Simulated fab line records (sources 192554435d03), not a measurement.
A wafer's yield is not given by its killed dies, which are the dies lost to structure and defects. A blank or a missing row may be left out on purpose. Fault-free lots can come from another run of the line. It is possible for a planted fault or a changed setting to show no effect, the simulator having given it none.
Struck lot and sound lot, side by side ; flow n5_finfet ; 26 steps out of a route of 1938
Sound: these wafers, L202.1, L202.3, L202.5. Struck: wafers L213.4, L213.5, L213.6. The cause is named last.
Each step with rows lists, per side, the tool, then ch with its chambers, then its first start. Under that, the readings that differ: sound wafers ; struck wafers ; difference of the means ; sigmas: that difference in standard deviations of wafers without a fault.
alike: same words and numbers on both sides, and readings whose means sit less than 2 such deviations apart. not compared: any withheld reading, any reading some wafer has no value for, any bound like >300 that may hide the same value, and any number with overlapping values for which the record gives no deviation.
A row with sigmas, a row that says differs or no value, or rows on one side alone: a step with any of these is where the two part. Numbers that don't overlap but have no deviation are shown without sigmas and don't part them. A reading missing from all wafers of one side parts the sides only when that side holds two or more wafers.

N5_BEOL_M15_OVL_MEAS_11:
  sound on overlay-02 ch 0, day 12 17:52; struck on overlay-01 ch 0, day 15 14:12
  alike: V14_OVL
N5_BEOL_M15_INSPECT_12: inspects for defects (macro).
  struck on defect_inspect-02, day 15 14:13; sound on defect_inspect-02, day 12 17:53
  alike: raw_defect_count
then, 1 step without rows for these wafers: N5_BEOL_M15_DESCUM_15 (chemistry O2, time 7.9 s).
N5_BEOL_M15_ETCH_59: etches BARC in N2/H2, target depth 89 nm, overetch 26.7 nm, time 67.9 s.
  sound on rie_diel-06 ch 1,2, day 12 18:02; struck on rie_diel-02 ch 0,1,2, day 15 14:19
  alike: drypump_motor_current_A, oes_product_au, rf_vpp_V, showerhead_plenum_p_Torr, throttle_valve_pct
  not compared: rf_hours_counter_h
N5_BEOL_M15_VIA_ETCH_16: etches SiO2 in C4F8/O2/Ar, target depth 1792.2 nm.
  sound on rie_diel-06 ch 1,2, day 12 18:05; struck on rie_diel-02 ch 0,1,2, day 15 14:28
reading;sound;struck;difference;sigmas
rf_vpp_V (V);2124 2228 2122;2273 2274 2222;+98;+2
  alike: C4F8_flow_sccm, drypump_motor_current_A, oes_f_703_au, oes_product_au, showerhead_plenum_p_Torr, throttle_valve_pct
N5_BEOL_M15_STRIP_63: strips in O2.
  sound on rie_diel-06 ch 1,2; struck on rie_diel-02 ch 0,1,2
  alike: drypump_motor_current_A, oes_product_au, rf_vpp_V, showerhead_plenum_p_Torr, throttle_valve_pct
  not compared: rf_hours_counter_h
then, 3 steps without rows for these wafers: N5_BEOL_M15_STRIP_64 (strips in O2); N5_BEOL_M15_STRIP_65 (strips in post etch residue remover, time 60 s); N5_BEOL_M15_SRD_66 (time 30 s, dry time 30 s).
N5_BEOL_M15_CD_MEAS_17: target cd 360 nm.
  struck on cd_sem-02, day 15 14:46; sound on cd_sem-03, day 12 18:31
  alike: cd_nm
then, 1 step without rows for these wafers: N5_BEOL_M15_COAT_56 (time 60 s, resist thk 550 nm).
N5_BEOL_M15_ETCH_57: etches SOC in N2/H2, time 750 s.
  sound on rie_diel-02 ch 1,2,3, day 12 18:50; struck on rie_diel-06 ch 1,2,3, day 15 15:09
  alike: drypump_motor_current_A, oes_product_au, rf_vpp_V, showerhead_plenum_p_Torr, throttle_valve_pct
  not compared: rf_hours_counter_h
N5_BEOL_M15_COAT_60: time 60 s, resist thk 89 nm.
  sound on litho_track-05 ch 0, day 12 19:20; struck on litho_track-05 ch 0, day 15 15:25
reading;sound;struck;difference;sigmas
spin_speed_rpm (rpm);1501.1 1500.6 1500.5;1559.9 1560.6 1561.9;+60.1;+60
model.BARC_of_BEOL_M15_COAT_60.thk_nm (nm);88.8 89 88.6;87.8 87.8 88;-0.9;
  alike: dispense_pressure_kPa, exhaust_pa
then, 7 steps without rows for these wafers: N5_BEOL_M15_COAT_22 (resist thk 800 nm); N5_BEOL_M15_EBR_24; N5_BEOL_M15_SOFTBAKE_23 (time 60 s); N5_BEOL_M15_EXPOSE_25 (exposes mask M15, target cd 400 nm); N5_BEOL_M15_PEB_26 (peb time 90 s); N5_BEOL_M15_DEVELOP_27 (develop time 45 s); N5_BEOL_M15_HARDBAKE_32 (time 120 s).
N5_BEOL_M15_CD_MEAS_28: target cd 407.6 nm.
  sound on cd_sem-03 ch 0, day 12 19:38; struck on cd_sem-01 ch 0, day 15 15:49
  alike: cd_nm
N5_BEOL_M15_OVL_MEAS_29:
  sound on overlay-02 ch 0, day 12 19:40; struck on overlay-01 ch 0, day 15 15:50
reading;sound;struck;difference;sigmas
M15_OVL (nm);-7 0 -2;11 5 16;+14;+2
N5_BEOL_M15_INSPECT_30: inspects for defects (macro).
  struck on defect_inspect-02, day 15 15:52; sound on defect_inspect-02, day 12 19:41
  alike: raw_defect_count
N5_BEOL_M15_DESCUM_33: chemistry O2, time 7.9 s.
  sound on rie_diel-06 ch 1,2,3, day 12 19:43; struck on rie_diel-04 ch 0,1,3, day 15 15:54
  alike: drypump_motor_current_A, oes_product_au, rf_vpp_V, showerhead_plenum_p_Torr, throttle_valve_pct
  not compared: rf_hours_counter_h
N5_BEOL_M15_ETCH_61: etches BARC in N2/H2, target depth 89 nm, overetch 26.7 nm, time 67.9 s.
  sound on rie_diel-06 ch 1,2,3, day 12 19:45; struck on rie_diel-04 ch 0,1,3, day 15 15:56
reading;sound;struck;difference;sigmas
model.etch.depth_nm (nm);88.74 88.91 88.66;87.9 87.81 88;-0.9;
  alike: drypump_motor_current_A, oes_product_au, rf_vpp_V, showerhead_plenum_p_Torr, throttle_valve_pct
  not compared: rf_hours_counter_h
then, 1 step without rows for these wafers: N5_BEOL_M15_TRENCH_ETCH_34 (etches SiO2 in C4F8/O2/Ar, target depth 872.93 nm, time 199 s).

WHERE THEY PART
Earliest at N5_BEOL_M15_VIA_ETCH_16; latest, in this record, at N5_BEOL_M15_OVL_MEAS_29. Later steps at which nothing parts them and some readings are alike: N5_BEOL_M15_INSPECT_30, N5_BEOL_M15_DESCUM_33, N5_BEOL_M15_ETCH_61.

WHY: whatever the simulator had introduced
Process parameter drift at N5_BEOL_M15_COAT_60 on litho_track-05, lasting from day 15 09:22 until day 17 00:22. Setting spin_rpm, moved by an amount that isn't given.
